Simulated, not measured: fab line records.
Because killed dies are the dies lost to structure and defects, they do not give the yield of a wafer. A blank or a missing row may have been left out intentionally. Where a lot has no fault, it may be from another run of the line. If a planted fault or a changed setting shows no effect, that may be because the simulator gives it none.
A struck lot beside a sound one -- flow nandHarc -- 39 out of 1302 route steps
Sound: wafers L369.2, L369.4, L369.6. Struck: wafer L365.2. (L365.5, L365.6 of the same lot were not struck and are left out.) The cause comes at the end.
For every step that has rows: the tool of each side, followed by ch and its chambers, followed by its first start. Under that, the readings that differ: sound wafers -- struck wafers -- difference of the means -- sigmas: that difference in standard deviations of wafers without a fault.
alike: readings with means less than 2 such deviations apart, plus words and numbers identical on both sides. not compared: withheld readings, readings lacking a value on some wafer, bounds such as >300 that could conceal the same value, and numbers that have no deviation in the record and whose values overlap.
The two part at a step that has a row with sigmas, a row that says differs or no value, or rows on one side only. Numbers that have no deviation but don't overlap get no sigmas and don't part them. Lack of a reading on every wafer of one side parts them only where that side has two or more wafers.

first, 4 steps without rows for these wafers: NHARC_A_CHANNEL_HOLE_D1_STRIP_41 (strips in N2/H2); NHARC_A_CHANNEL_HOLE_D1_STRIP_42 (strips in CF4/CHF3); NHARC_A_CHANNEL_HOLE_D1_STRIP_43 (strips in O2/COS); NHARC_A_CHANNEL_HOLE_D1_ETCH_44 (etches the open film in CF4/O2, target depth 140 nm, overetch 14 nm, time 77 s).
NHARC_A_CHANNEL_HOLE_D1_STRIP_27: strips in O2.
  sound on rieDiel-12 ch 0,1,3; struck on rieDiel-12 ch 2
  alike: drypumpMotorCurrentA, oesProductAu, rfVppV, showerheadPlenumPTorr, throttleValvePct
  not compared: rfHoursCounterH
then, 2 steps without rows for these wafers: NHARC_A_CHANNEL_HOLE_D1_PRECLEAN_28 (cleans in SC1); NHARC_A_CHANNEL_HOLE_D1_SRD_29.
NHARC_A_CHANNEL_HOLE_D1_CD_MEAS_30:
  sound on cdSem-01 at day 15 08:42; struck on cdSem-03 at day 14 02:02
  alike: cdNm
then, 1 step without rows for these wafers: NHARC_A_CHANNEL_HOLE_D1_XSEM_31.
NHARC_A_CHANNEL_HOLE_D1_INSPECT_40:
  sound on defectInspect-02 at day 15 08:53; struck on defectInspect-01 at day 14 02:13
  alike: rawDefectCount
then, 2 steps without rows for these wafers: NHARC_A_CHANNEL_FILL_D1_PRECLEAN_00 (cleans in SC1); NHARC_A_CHANNEL_FILL_D1_SRD_01.
NHARC_A_CHANNEL_FILL_D1_ALD_02: deposits SiO2, target thk 6 nm, pulse time 10 s, ald cycles 60.
  sound on aldHk-02 ch 0,3, day 15 09:04; struck on aldHk-04 ch 0, day 14 02:34
  alike: heaterPowerW, precursorPulseHeightRel
NHARC_A_CHANNEL_FILL_D1_ALD_03: deposits SiNx, target thk 6 nm, pulse time 60 s, ald cycles 58.
  sound on aldSinBatch-03 ch 0; struck on aldSinBatch-02 ch 0
  alike: precursorPulseHeightRel
NHARC_A_CHANNEL_FILL_D1_ALD_14: deposits SiO2, target thk 2.5 nm, pulse time 10 s, ald cycles 25.
  sound on aldHk-04 ch 0,1,3, day 15 16:11; struck on aldHk-04 ch 0, day 14 09:30
  alike: heaterPowerW, precursorPulseHeightRel
then, 11 steps without rows for these wafers: NHARC_A_CHANNEL_FILL_D1_ALD_15 (deposits SiNx, target thk 2 nm, pulse time 60 s, ald cycles 19); NHARC_A_CHANNEL_FILL_D1_ALD_16 (deposits SiO2, target thk 1.5 nm, pulse time 10 s, ald cycles 15); NHARC_A_CHANNEL_FILL_D1_ANNEAL_17 (time 1800 s); NHARC_A_CHANNEL_FILL_D1_CVD_18 (deposits poly-Si, target thk 3 nm); NHARC_A_CHANNEL_FILL_D1_ETCHBACK_19 (etches the open film in HBr/Cl2, target depth 5 nm, time 1.7 s); NHARC_A_CHANNEL_FILL_D1_ETCHBACK_20 (etches the open film in C4F8/O2/Ar, target depth 27 nm, time 13.5 s); NHARC_A_CHANNEL_FILL_D1_STRIP_28 (strips in O2, time 20 s); NHARC_A_CHANNEL_FILL_D1_PRECLEAN_21 (cleans in dHF, time 30 s); NHARC_A_CHANNEL_FILL_D1_SRD_23; NHARC_A_CHANNEL_FILL_D1_CVD_05 (deposits poly-Si, target thk 5 nm); NHARC_A_CHANNEL_FILL_D1_ANNEAL_22 (time 7200 s).
NHARC_A_CHANNEL_FILL_D1_ALD_25: deposits SiOx, target thk 60 nm, pulse time 10 s, ald cycles 600.
  sound on aldHk-04 ch 1,2,3, day 17 00:47; struck on aldHk-03 ch 1, day 15 16:43
  alike: heaterPowerW, precursorPulseHeightRel
then, 7 steps without rows for these wafers: NHARC_A_CHANNEL_FILL_D1_ETCHBACK_08 (etches the open film in C4F8, target depth 220 nm, time 110 s); NHARC_A_CHANNEL_FILL_D1_STRIP_29 (strips in O2, time 20 s); NHARC_A_CHANNEL_FILL_D1_PRECLEAN_30 (cleans in dHF, time 30 s); NHARC_A_CHANNEL_FILL_D1_SRD_31; NHARC_A_CHANNEL_FILL_D1_CVD_09 (deposits poly-Si, target thk 150 nm, time 3000 s); NHARC_A_CHANNEL_FILL_D1_CMP_10 (polishes, target thk 150 nm); NHARC_A_CHANNEL_FILL_D1_SRD_12.
NHARC_A_DECK1_JOINT_ETCHBACK_07: etches the open film in HBr, target depth 105 nm, time 26.9 s.
  sound on rieSi-05 ch 0,1,3, day 17 13:00; struck on rieSi-01 ch 0, day 16 02:49
  alike: drypumpMotorCurrentA, hbrFlowSccm, oesProductAu, throttleValvePct
  not compared: rfHoursCounterH
then, 3 steps without rows for these wafers: NHARC_A_DECK1_JOINT_ETCH_25 (etches SiO2 in dHF, target depth 0.5 nm); NHARC_A_DECK1_JOINT_ETCH_19 (etches poly-Si in TMAH, target depth 3 nm); NHARC_A_DECK1_JOINT_ETCH_18 (etches SiO2 in dHF, target depth 3 nm).
-- jump in the record: it breaks off in module A_DECK1_JOINT and resumes in module END (first step shown: number 1302 of the route), and 15 days separate the struck wafers' starts before and after --
NHARC_END_SORT_01:
  sound on prober-01 ch 0, day 31 16:57; struck on prober-01 ch 0, day 31 01:16
reading,sound,struck,difference,sigmas
killedAtArray,48 32 49,110,+67,+4
killedDies,54 41 57,113,+62,+3
  alike: killedAtOther, killedAtPeriphery, killedOpen, killedShort

== WHERE THEY PART ==
Only at NHARC_END_SORT_01, within this record.

WHY: what had been put in by the simulator
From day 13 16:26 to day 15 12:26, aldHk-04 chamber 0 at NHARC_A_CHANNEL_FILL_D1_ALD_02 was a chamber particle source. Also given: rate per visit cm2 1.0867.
